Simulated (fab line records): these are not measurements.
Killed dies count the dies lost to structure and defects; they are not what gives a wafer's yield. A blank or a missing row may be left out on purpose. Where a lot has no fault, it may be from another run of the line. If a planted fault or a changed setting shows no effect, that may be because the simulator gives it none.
Comparing a struck lot with a sound one    flow nand harc    35 out of 1302 route steps
Sound: the wafers L646.1, L646.2, L646.4. Struck: wafers L637.3, L637.5 (left out: L637.4, a lot-mate that was not struck); the cause follows at the end.
For every step that has rows: the tool of each side, followed by ch and its chambers, followed by its first start. Under that, the readings that differ: sound wafers    struck wafers    difference of the means    sigmas: that difference in standard deviations of wafers without a fault.
alike: same words and numbers on both sides, and readings whose means sit less than 2 such deviations apart. not compared: any withheld reading, any reading some wafer has no value for, any bound like >300 that may hide the same value, and any number with overlapping values for which the record gives no deviation.
A row with sigmas, a row that says differs or no value, or rows on one side alone: a step with any of these is where the two part. When numbers do not overlap yet have no deviation, they are printed without sigmas and do not part them. A reading missing from all wafers of one side parts the sides only when that side holds two or more wafers.

first, 3 steps without rows for these wafers: NHARC_A_SIN_REMOVE_WET_00 (chemistry H3PO4, time 15300 s); NHARC_A_SIN_REMOVE_PRECLEAN_01 (cleans in SC1); NHARC_A_SIN_REMOVE_SRD_02.
NHARC_A_SIN_REMOVE_INSPECT_04:
  sound on defect inspect-02, day 26 17:41; struck on defect inspect-02, day 23 10:13
  alike: raw defect count
then, 5 steps without rows for these wafers: NHARC_A_WL_FILL_ALD_00 (deposits Al2O3, target thk 3 nm, pulse time 3 s, ald cycles 30); NHARC_A_WL_FILL_RTA_01 (time 5 s); NHARC_A_WL_FILL_ALD_02 (deposits TiN, target thk 2 nm, pulse time 3 s, ald cycles 100); NHARC_A_WL_FILL_CVD_03 (deposits W, target thk 40 nm, time 279 s); NHARC_A_WL_FILL_ETCHBACK_04 (etches the open film in NF3, target depth 60 nm, time 120 s).
NHARC_A_WL_FILL_ETCHBACK_05: etches the open film in Cl2/BCl3, target depth 22 nm, time 60 s.
  sound on rie metal-03 ch 0,1, day 26 19:35; struck on rie metal-03 ch 1, day 23 11:50
  alike: drypump motor current A, oes product au, temp c
  not compared: rf hours counter h
NHARC_A_WL_FILL_STRIP_27: strips in N2/H2, time 20 s.
  sound on plasma asher-01 ch 0,1, day 26 19:43; struck on plasma asher-01 ch 1, day 23 11:59
  alike: drypump motor current A, heater power w, temp c
  not compared: rf hours counter h
then, 6 steps without rows for these wafers: NHARC_A_WL_FILL_STRIP_28 (strips in post etch residue remover, time 1200 s); NHARC_A_WL_FILL_PRECLEAN_06 (cleans in DIW, time 300 s); NHARC_A_WL_FILL_SRD_07; NHARC_A_WL_FILL_ANNEAL_08 (time 1800 s); NHARC_A_WL_FILL_ALD_10 (deposits SiO2, target thk 50 nm, pulse time 10 s, ald cycles 500); NHARC_A_WL_FILL_ETCHBACK_16 (etches the open film in C4F8/O2/Ar, target depth 120 nm, time 24 s).
NHARC_A_WL_FILL_STRIP_29: strips in O2, time 20 s.
  sound on rie diel-06 ch 0,1,2, day 27 05:37; struck on rie diel-11 ch 0,3, day 23 22:07
  alike: drypump motor current A, o2 flow sccm, oes product au, rf vpp V, showerhead plenum p Torr, throttle valve pct
  not compared: rf hours counter h
then, 7 steps without rows for these wafers: NHARC_A_WL_FILL_ETCHBACK_17 (etches the open film in Cl2/BCl3, target depth 4 nm, time 26.7 s); NHARC_A_WL_FILL_PRECLEAN_18 (cleans in dHF, time 30 s); NHARC_A_WL_FILL_SRD_21; NHARC_A_WL_FILL_CVD_23 (deposits poly-Si, target thk 40 nm, time 800 s); NHARC_A_WL_FILL_ETCHBACK_26 (etches the open film in HBr, target depth 52 nm, time 13.3 s); NHARC_A_WL_FILL_PRECLEAN_30 (cleans in dHF, time 10 s); NHARC_A_WL_FILL_SRD_14.
NHARC_A_WL_FILL_ALD_19: deposits TiN, target thk 2 nm, pulse time 3 s, ald cycles 100.
  sound on ald metal-01 ch 0,2,3, day 27 10:54; struck on ald metal-04 ch 3, day 24 03:44
  alike: heater power w, precursor pulse height rel
then, 1 step without rows for these wafers: NHARC_A_WL_FILL_CVD_20 (deposits W, target thk 100 nm, time 74 s).
NHARC_A_WL_FILL_CMP_12: polishes, t overpolish 30 s, target thk 100 nm.
  sound on cmp-01 ch 0,2,3, day 27 11:17; struck on cmp-02 ch 2,3, day 24 04:08
  alike: motor current A, overpolish run s, slurry filter dp kPa, time to endpoint s
then, 3 steps without rows for these wafers: NHARC_A_WL_FILL_SRD_31; NHARC_A_CONTACT_DEP_24 (deposits SiO2, target thk 500 nm); NHARC_A_CONTACT_DEP_28 (deposits aC, target thk 7000 nm).
NHARC_A_CONTACT_DEP_29: deposits SiON, target thk 100 nm.
  sound on pecvd-01 ch 0,1,2, day 27 17:10; struck on pecvd-04 ch 0,1, day 24 12:08
  alike: chamber pressure Torr, heater power w
then, 2 steps without rows for these wafers: NHARC_A_CONTACT_DEHYDRATE_32 (time 120 s); NHARC_A_CONTACT_HMDS_33 (time 30 s).
-- the record jumps here: 3 days lie between the struck wafers' starts before and after (it left off in module A_CONTACT and takes up again in module END, whose first step shown is number 1302 of the route) --
NHARC_END_SORT_01:
  only the struck wafers appear in the record here, on prober-02 ch 0 at day 27 15:13; the sound ones have no rows

## WHERE THEY PART
Only at NHARC_END_SORT_01, within this record.

WHY: what had been put in by the simulator
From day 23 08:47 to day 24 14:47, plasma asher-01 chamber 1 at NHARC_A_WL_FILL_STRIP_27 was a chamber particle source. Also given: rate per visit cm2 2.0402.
